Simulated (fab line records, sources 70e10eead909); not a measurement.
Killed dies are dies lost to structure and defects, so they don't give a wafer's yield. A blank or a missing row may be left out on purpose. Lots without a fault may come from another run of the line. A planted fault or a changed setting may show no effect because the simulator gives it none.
fab line records | flow nand_harc
record lots=5 wafers=15 last_day=24
route steps=1159 shown P_CONTACT@217
lots that met no fault: from a run of the same line without faults
start_h: hours from the record's first day to the start of the lot's first wafer shown | wait_h: hours since the lot's step before | " the same as in the row above | L1.1+2: a row that stands for several wafers | - no value, or no start given | * or withheld: withheld | < > ~ a bound
route shown NAME@n: a module of which the file shows steps, and the number in the route of the first | usual: mean/standard deviation of fault-free wafers | same: alike in all rows | chamber/n: place in a boat | sites: the reading at each site | _std_site: their standard deviation | _edge_site: outer sites' mean less inner sites' | radius_mm: how far each site lies from the wafer's centre | mask NAME#n: copy n | behind: the tool/chamber that last shaped the wafer | hold: why the lot was held/for how many hours/how that ended | device: the transistor (n, p or np) that didn't switch | end of line: the same wafers' tests at the end of the route | a step without rows: its recipe alone | killed: dies lost to structure and defects at the first sort, not the wafer's yield | map: a wafer's dies, x killed, . not, _ none there
set.NAME: the setting as run; set.NAME@STEP: as run at that earlier step | model.NAME: the simulator's own value behind a step, which no gauge read
lots at some steps of the route; a table a step, a row a wafer
services: from which hour (start_h, from the record's first day; less than 0 if before it) a tool's chamber was out of use, for how many hours, and why
## steps
# step NHARC_P_CONTACT_DEP_30
# recipe target_thk_a=300 temp_c=400 target_thk_nm=30 flow_sccm=200 rf_w=450 material=SiNx
# usual heater_power_w=664/74 susceptor_temp_C=399.99/0.22
# columns lot.wafer tool chamber start_h wait_h heater_power_w susceptor_temp_C
L511.3 pecvd-01 1 104.76 0.1 741 399.86
L511.2 " 2 " " 627 400.15
L511.6 " 2 " " 641 400.01
L513.2 pecvd-04 2 123.21 0.1 709 399.72
L513.1 " 0 " " 677 399.39
L513.6 " 1 " " 652 399.89
L519.2 pecvd-01 0 156.11 0.2 701 399.87
L519.5 " 1 " " 696 399.79
L519.4 " 0 " " 704 399.72
L528.1 pecvd-01 0 209.49 0.1 760 400.09
L528.2 " 1 " " 734 400.25
L528.4 " 1 " " 748 399.80
L532.1 pecvd-04 0 233.38 0.1 538 400.03
L532.3 " 1 " " 686 400.01
L532.5 " 2 " " 684 400.10
# step NHARC_P_CONTACT_DEP_00
# recipe target_thk_a=5000 temp_c=400 pressure_torr=6.5 rf_w=900 teos_flow_sccm=161.4 flow_sccm=2650 target_thk_nm=500 gas=O2 material=SiO2
# usual heater_power_w=510/72 susceptor_temp_C=399.95/0.23 throttle_valve_pct=15.8/0.48
# columns lot.wafer tool chamber start_h wait_h heater_power_w susceptor_temp_C throttle_valve_pct
L511.3 pecvd-01 1 - - 646 400.04 14.9
L511.2 " 2 " " 409 399.52 16.2
L511.6 " 2 " " 426 399.78 16.6
L513.2 pecvd-04 2 - - 583 400.18 16.1
L513.1 " 0 " " 472 399.80 15.6
L513.6 " 1 " " 480 399.96 15.4
L519.2 pecvd-01 0 - - 577 399.67 16.3
L519.5 " 1 " " 592 399.96 15.0
L519.4 " 0 " " 606 399.78 16.4
L528.1 pecvd-01 0 - - 463 399.63 16.3
L528.2 " 1 " " 541 399.85 15.3
L528.4 " 1 " " 594 399.63 15.1
L532.1 pecvd-04 0 - - 413 399.78 15.5
L532.3 " 1 " " 461 399.98 15.5
L532.5 " 2 " " 584 400.00 15.6
# step NHARC_P_CONTACT_CMP_01
# recipe target_thk_nm=200 material=SiO2
# usual motor_current_A=11.9/0.97
# columns lot.wafer tool chamber start_h wait_h motor_current_A
L511.2 cmp-02 2 105.45 - 10.5
L511.3 " 0 " " 13.7
L511.6 " 1 " " 11.5
L513.1 cmp-04 1 123.89 - 11.1
L513.2 " 3 " " 12.7
L513.6 " 1 " " 10.7
L519.2 cmp-04 1 156.74 - 10.9
L519.4 " 0 " " 11.8
L519.5 " 2 " " 12.8
L528.2 cmp-03 2 210.17 - 12.4
L528.4 " 0 " " 10.4
L528.1 " 1 " " 11.1
L532.1 cmp-03 3 234.14 - 11.0
L532.3 " 0 " " 10.5
L532.5 " 2 " " 12.6
# step NHARC_P_CONTACT_SRD_03
# step NHARC_P_CONTACT_DEHYDRATE_04
# recipe temp_c=150 time_s=120
# step NHARC_P_CONTACT_HMDS_05
# recipe time_s=30
# step NHARC_P_CONTACT_COAT_33
# recipe temp_c=260 time_s=75
# step NHARC_P_CONTACT_COAT_34
# recipe temp_c=225 time_s=65
# step NHARC_P_CONTACT_COAT_06
# recipe spin_rpm=1500 resist_thk_nm=90
# step NHARC_P_CONTACT_SOFTBAKE_07
# recipe temp_c=105 time_s=55
# step NHARC_P_CONTACT_EBR_08
# step NHARC_P_CONTACT_EXPOSE_09
# recipe na=1.35 target_cd_nm=90 dose_mj=81.26 mask_id=P_CA
# columns lot.wafer tool chamber start_h wait_h mask
L511.2+3+6 arfi_scanner-02 0 106.12 - P_CA#0
L513.1+2+6 arfi_scanner-02 0 124.58 - P_CA#0
L519.2+4+5 arfi_scanner-02 0 157.45 - P_CA_R1#0
L528.1+2+4 arfi_scanner-01 0 210.73 - P_CA#0
L532.1+3+5 arfi_scanner-03 0 234.78 - P_CA#0
# step NHARC_P_CONTACT_PEB_10
# recipe peb_temp_c=100 peb_time_s=65
# step NHARC_P_CONTACT_DEVELOP_11
# recipe develop_time_s=35 dev_temp_c=23
# step NHARC_P_CONTACT_CD_MEAS_12
# recipe target_cd_nm=90 landing_energy_ev=500
# usual cd_nm=90.5/0.96
# same landing_energy_ev=500
# columns lot.wafer tool chamber start_h wait_h cd_nm
L511.2 cd_sem-02 0 106.26 - 90.2
L511.3 " 0 " " 90.7
L511.6 " 0 " " 90.4
L513.1 cd_sem-02 0 124.73 - 91.4
L513.2 " 0 " " 90.2
L513.6 " 0 " " 91.8
L519.2 cd_sem-02 0 157.58 - 94.8
L519.4 " 0 " " 95.8
L519.5 " 0 " " 95.1
L528.1 cd_sem-03 0 210.87 - 92.0
L528.2 " 0 " " 91.6
L528.4 " 0 " " 91.4
L532.1 cd_sem-03 0 234.92 - 89.7
L532.3 " 0 " " 89.8
L532.5 " 0 " " 90.2
# step NHARC_P_CONTACT_OVL_MEAS_13
# usual overlay_x_nm=0.0/0.73 overlay_y_nm=0.1/0.72
# columns lot.wafer tool chamber start_h wait_h overlay_x_nm overlay_y_nm
L511.2 overlay-01 - 106.37 - 1.2 -0.5
L511.3 " - " " 1.2 -1.0
L511.6 " - " " 1.7 -0.5
L513.1 overlay-02 - 124.82 - 0.2 0.0
L513.2 " - " " -0.2 0.0
L513.6 " - " " 0.4 0.5
L519.2 overlay-02 - 157.67 - 0.4 -0.6
L519.4 " - " " 0.0 -0.8
L519.5 " - " " 0.4 -0.2
L528.1 overlay-01 - 210.96 - -1.1 1.1
L528.2 " - " " -1.1 0.4
L528.4 " - " " -1.2 0.2
L532.1 overlay-02 - 235.01 - 0.8 -1.3
L532.3 " - " " 0.3 -0.8
L532.5 " - " " 0.4 -0.8
# step NHARC_P_CONTACT_INSPECT_14
# usual raw_defect_count=3.7/2.3
# columns lot.wafer tool chamber start_h wait_h raw_defect_count
L511.2 defect_inspect-02 - 106.40 0.0 6
L511.3 " - " " 5
L511.6 " - " " 9
L513.1 defect_inspect-01 - 124.86 0.0 5
L513.2 " - " " 2
L513.6 " - " " 6
L519.2 defect_inspect-01 - 157.71 0.0 4
L519.4 " - " " 2
L519.5 " - " " 4
L528.1 defect_inspect-01 - 211.00 0.0 4
L528.2 " - " " 5
L528.4 " - " " 7
L532.1 defect_inspect-02 - 235.05 0.0 4
L532.3 " - " " 5
L532.5 " - " " 5
# step NHARC_P_CONTACT_DESCUM_17
# recipe time_s=3 o2_flow_sccm=200 ar_flow_sccm=0 bias_power_w=0 chemistry=O2
# usual chamber_pressure_mTorr=60.00/0.054 drypump_motor_current_A=5.8/0.4 o2_flow_sccm=200.0/0.64 oes_product_au=0.995/0.0095 rf_vpp_V=57.6/0.92 showerhead_plenum_p_Torr=1.87/0.082 throttle_valve_pct=11.311/0.0092
# columns lot.wafer tool chamber start_h wait_h chamber_pressure_mTorr drypump_motor_current_A o2_flow_sccm oes_product_au rf_hours_counter_h rf_vpp_V showerhead_plenum_p_Torr throttle_valve_pct model.P_CONTACT.cd_nm
L511.2 rie_diel-01 1 106.46 0.1 59.94 5.3 199.3 1.017 15 57.8 1.83 11.306 90.19
L511.3 " 2 " " 60.03 5.6 201.5 1.003 14 56.7 1.80 11.314 90.09
L511.6 " 2 " " 60.03 5.6 200.7 1.000 - 56.7 1.80 11.305 90.37
L513.2 rie_diel-08 1 124.92 0.1 60.08 6.5 200.1 1.008 58 58.5 1.83 11.297 90.11
L513.1 " 2 " " 59.90 6.3 200.2 0.998 64 57.6 1.91 11.318 92.23
L513.6 " 2 " " 60.02 6.3 199.1 0.986 - 57.4 1.91 11.314 92.32
L519.2 rie_diel-11 1 157.78 0.1 59.92 6.0 200.5 1.004 15 56.7 1.78 11.297 95.68
L519.4 " 2 " " 59.97 5.3 199.1 0.982 15 57.0 2.04 11.328 96.16
L519.5 " 1 " " 59.96 6.0 199.8 1.002 - 55.8 1.78 11.316 95.85
L528.2 rie_diel-01 2 211.06 0.1 59.97 5.6 199.8 1.000 8 56.2 1.80 11.317 91.65
L528.1 " 0 " " 60.02 5.6 200.3 0.985 9 57.3 1.87 11.301 92.37
L528.4 " 0 " " 60.03 5.6 200.5 0.986 - 56.7 1.87 11.315 92.18
L532.1 rie_diel-01 2 235.11 0.1 60.04 5.6 200.0 0.999 11 58.7 1.80 11.296 89.95
L532.3 " 0 " " 60.03 5.6 200.2 0.996 12 56.7 1.87 11.314 90.16
L532.5 " 3 " " 59.95 6.2 198.9 0.988 - 57.7 1.95 11.321 90.27
# step NHARC_P_CONTACT_ETCH_35
# recipe target_depth_a=390 over_etch_frac=0.3 time_s=65 ion_energy_ev=80 cf4_flow_sccm=150 ar_flow_sccm=0 rf_w=300 bias_w=100 chemistry=CF4
# step NHARC_P_CONTACT_ETCH_36
# recipe target_depth_a=2600 over_etch_frac=0.25 time_s=406.25 ion_energy_ev=200 n2_flow_sccm=150 h2_flow_sccm=150 ar_flow_sccm=0 rf_w=400 bias_w=150 chemistry=N2/H2
# usual bias_w=150.0/0.39 chamber_pressure_mTorr=30.005/0.028 drypump_motor_current_A=5.7/0.4 h2_flow_sccm=150.0/0.44 n2_flow_sccm=150.0/0.4 oes_product_au=0.994/0.0088 rf_vpp_V=429.5/2.6 showerhead_plenum_p_Torr=2.00/0.089 throttle_valve_pct=14.170/0.0088
# columns lot.wafer tool chamber start_h wait_h bias_w chamber_pressure_mTorr drypump_motor_current_A h2_flow_sccm n2_flow_sccm oes_product_au rf_hours_counter_h rf_vpp_V showerhead_plenum_p_Torr throttle_valve_pct
L511.3 rie_diel-01 2 - - 149.3 29.965 5.6 150.0 149.7 0.994 14 427.0 1.91 14.156
L511.2 " 3 " " 149.9 30.008 6.3 149.3 150.2 1.009 14 431.5 2.08 14.170
L511.6 " 1 " " 149.4 29.974 5.4 149.9 149.6 1.009 - 427.9 1.95 14.164
L513.1 rie_diel-08 2 - - 150.1 30.027 6.3 149.7 150.7 0.990 64 430.9 2.03 14.161
L513.2 " 0 " " 149.6 29.985 5.7 150.0 149.9 0.996 54 430.4 2.04 14.173
L513.6 " 2 " " 150.1 29.985 6.3 150.0 149.9 0.981 - 431.3 2.03 14.175
L519.4 rie_diel-11 2 - - 149.7 29.998 5.2 149.7 150.2 0.973 15 435.6 2.18 14.174
L519.2 " 3 " " 150.2 30.031 5.0 150.2 150.0 0.986 14 433.2 2.19 14.177
L519.5 " 1 " " 150.1 30.027 6.0 150.3 149.7 1.014 - 426.8 1.90 14.172
L528.2 rie_diel-01 3 - - 150.4 30.023 6.3 149.4 149.9 0.983 8 430.4 2.08 14.172
L528.1 " 2 " " 149.9 30.011 5.6 150.4 148.9 0.988 8 425.9 1.91 14.177
L528.4 " 3 " " 150.2 29.990 6.2 149.0 149.4 0.972 - 432.1 2.08 14.166
L532.1 rie_diel-01 3 - - 150.0 30.023 6.2 150.7 150.3 0.985 11 431.5 2.08 14.172
L532.3 " 2 " " 149.1 30.015 5.6 151.0 150.0 0.986 11 428.5 1.91 14.169
L532.5 " 3 " " 149.8 29.988 6.2 150.3 149.8 0.985 - 430.5 2.08 14.176
# step NHARC_P_CONTACT_ETCH_18
# recipe target_depth_a=4810 time_s=240.5 c4f8_flow_sccm=20 o2_flow_sccm=10 ar_flow_sccm=withheld rf_w=600 bias_w=1500 chemistry=C4F8/O2/Ar
# usual bias_w=1499/4.3 chamber_pressure_mTorr=24.997/0.021 oes_product_au=0.958/0.019 rf_vpp_V=976/5.7
# columns lot.wafer tool chamber start_h wait_h bias_w chamber_pressure_mTorr oes_product_au rf_hours_counter_h rf_vpp_V
L511.2 rie_diel-01 1 - - 1497 24.999 0.961 15 972
L511.3 " 2 " " 1501 24.997 0.957 14 971
L511.6 " 0 " " 1492 25.003 0.972 - 975
L513.1 rie_diel-08 1 - - 1498 24.977 0.972 58 973
L513.2 " 2 " " 1494 25.002 0.944 64 978
L513.6 " 3 " " 1498 24.996 0.969 - 977
L519.2 rie_diel-11 1 - - 1500 24.988 0.973 15 970
L519.4 " 2 " " 1498 24.984 0.965 15 986
L519.5 " 2 " " 1500 24.983 0.952 - 987
L528.1 rie_diel-01 3 - - 1496 25.014 0.947 9 982
L528.2 " 0 " " 1500 24.985 0.949 9 975
L528.4 " 2 " " 1500 24.990 0.961 - 970
L532.1 rie_diel-01 2 - - 1495 24.985 0.958 12 972
L532.3 " 3 " " 1506 24.985 0.941 12 981
L532.5 " 1 " " 1499 24.969 0.992 - 971
# step NHARC_P_CONTACT_STRIP_37
# recipe c4f8_flow_sccm=withheld o2_flow_sccm=8 ar_flow_sccm=withheld bias_w=0 chemistry=C4F8/O2/Ar
# step NHARC_P_CONTACT_ETCH_31
# recipe target_depth_a=300 time_s=85.7 ion_energy_ev=120 over_etch_frac=1 ch3f_flow_sccm=50 o2_flow_sccm=30 ar_flow_sccm=200 rf_w=500 bias_w=100 chemistry=CH3F/O2
# usual bias_w=100.0/0.3 chamber_pressure_mTorr=24.999/0.023 drypump_motor_current_A=5.7/0.4 o2_flow_sccm=30.00/0.084 oes_product_au=0.976/0.014 rf_vpp_V=243.8/1.6 showerhead_plenum_p_Torr=2.41/0.1 throttle_valve_pct=20.663/0.0096
# columns lot.wafer tool chamber start_h wait_h bias_w chamber_pressure_mTorr drypump_motor_current_A o2_flow_sccm oes_product_au rf_hours_counter_h rf_vpp_V showerhead_plenum_p_Torr throttle_valve_pct model.P_CONTACT.cd_nm
L511.2 rie_diel-01 3 - - 99.8 25.008 6.2 30.07 0.992 14 243.9 2.51 20.638 87.63
L511.3 " 0 " " 100.0 24.999 5.6 29.97 0.984 14 243.7 2.41 20.638 90.21
L511.6 " 3 " " 100.3 25.011 6.2 30.01 0.980 - 246.9 2.51 20.659 88.3
L513.2 rie_diel-08 3 - - 100.2 25.008 6.3 29.99 0.984 63 244.4 2.43 20.656 90.61
L513.1 " 1 " " 99.7 24.981 6.4 30.10 0.987 58 244.0 2.36 20.669 93.73
L513.6 " 0 " " 99.9 25.038 5.7 30.01 0.993 - 243.2 2.45 20.662 92.97
L519.4 rie_diel-11 0 - - 100.1 25.014 6.2 29.96 0.970 15 242.4 2.33 20.671 95.65
L519.2 " 3 " " 99.4 25.005 5.0 29.95 0.979 14 246.9 2.63 20.656 92.73
L519.5 " 0 " " 100.1 24.998 6.2 29.88 0.976 - 241.9 2.33 20.650 96.33
L528.2 rie_diel-01 0 - - 99.7 24.980 5.6 29.86 0.967 9 243.3 2.41 20.654 91.58
L528.1 " 2 " " 100.6 25.009 5.6 29.99 0.981 9 242.8 2.31 20.669 92.02
L528.4 " 3 " " 100.5 25.045 6.3 30.04 0.958 - 244.0 2.50 20.650 91.75
L532.3 rie_diel-01 0 - - 99.9 25.001 5.6 30.00 0.980 12 244.2 2.40 20.662 89.09
L532.1 " 1 " " 100.4 25.018 5.4 30.04 0.998 11 242.9 2.35 20.668 90.33
L532.5 " 3 " " 99.5 24.988 6.3 30.01 0.974 - 245.9 2.50 20.666 89.99
# step NHARC_P_CONTACT_CD_MEAS_19
# usual cd_nm=91.0/1.6
# columns lot.wafer tool chamber start_h wait_h cd_nm
L511.2 cd_sem-03 - 107.36 - 87.6
L511.3 " - " " 90.4
L511.6 " - " " 88.3
L513.1 cd_sem-01 - 125.79 - 93.6
L513.2 " - " " 90.6
L513.6 " - " " 93.0
L519.2 cd_sem-02 - 158.64 - 92.7
L519.4 " - " " 95.7
L519.5 " - " " 96.3
L528.1 cd_sem-01 - 212.08 - 91.9
L528.2 " - " " 91.3
L528.4 " - " " 91.6
L532.1 cd_sem-01 - 235.98 - 90.0
L532.3 " - " " 89.2
L532.5 " - " " 90.1
## services
# columns tool chamber start_h hours kind
arfi_scanner-02 - 84.00 4.0 pm
rie_diel-01 - 86.79 0.2 repair
cmp-04 - 105.00 4.0 pm
rie_diel-01 2 107.03 8.3 repair
rie_diel-08 0 107.63 5.6 repair
pecvd-01 - 107.77 2.6 repair
rie_diel-01 3 112.45 4.6 repair
rie_diel-01 1 114.51 2.2 repair
cmp-04 - 119.07 1.1 repair
rie_diel-08 - 125.85 9.0 pm
cmp-04 - 130.37 0.8 repair
rie_diel-01 - 137.80 9.0 pm
cmp-03 - 156.00 4.0 pm
cmp-03 - 179.84 1.4 repair
rie_diel-11 - 179.88 0.7 repair
rie_diel-01 - 183.09 0.4 repair
cmp-03 - 185.86 1.9 repair
pecvd-04 - 188.84 1.5 repair
rie_diel-11 - 189.50 9.0 pm
pecvd-04 - 195.27 13.0 pm
cmp-04 - 203.00 4.0 pm
rie_diel-01 1 205.92 7.1 repair
rie_diel-11 2 207.50 4.5 repair
cmp-03 - 211.78 0.3 repair
## key
first_sign step=NHARC_P_CONTACT_EXPOSE_09 reading=mask direction=changed
effect step=NHARC_P_CONTACT_CD_MEAS_12 reading=cd_nm direction=up sigmas=5 usual=90.5 struck=95.3
effect step=NHARC_P_CONTACT_CD_MEAS_19 reading=cd_nm direction=up sigmas=2.5 usual=91.0 struck=94.9
model_effect step=NHARC_P_CONTACT_DESCUM_17 value=P_CONTACT.cd_nm without=92.85 struck=95.9
model_effect step=NHARC_P_CONTACT_ETCH_31 value=P_CONTACT.cd_nm without=91.86 struck=94.91
met_at NHARC_P_CONTACT_EXPOSE_09
struck_wafers L519.2,L519.4,L519.5
tester_left_out L519
onset_between 124.58 157.45
fault kind=wrong_mask tool=any chamber=- onset_h=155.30 steps=NHARC_P_CONTACT_EXPOSE_09 aux_copy=P_CA_R1#0 cd_offset_nm=3.044 scope=struck_lots_only
# tester_left_out: of these lots the tester's yield and bins aren't shown, on N5 and GAA mostly nor the transistor test; their killed dies are dies lost to structure and defects alone, not to doping, threshold or leakage, so they don't give the yield
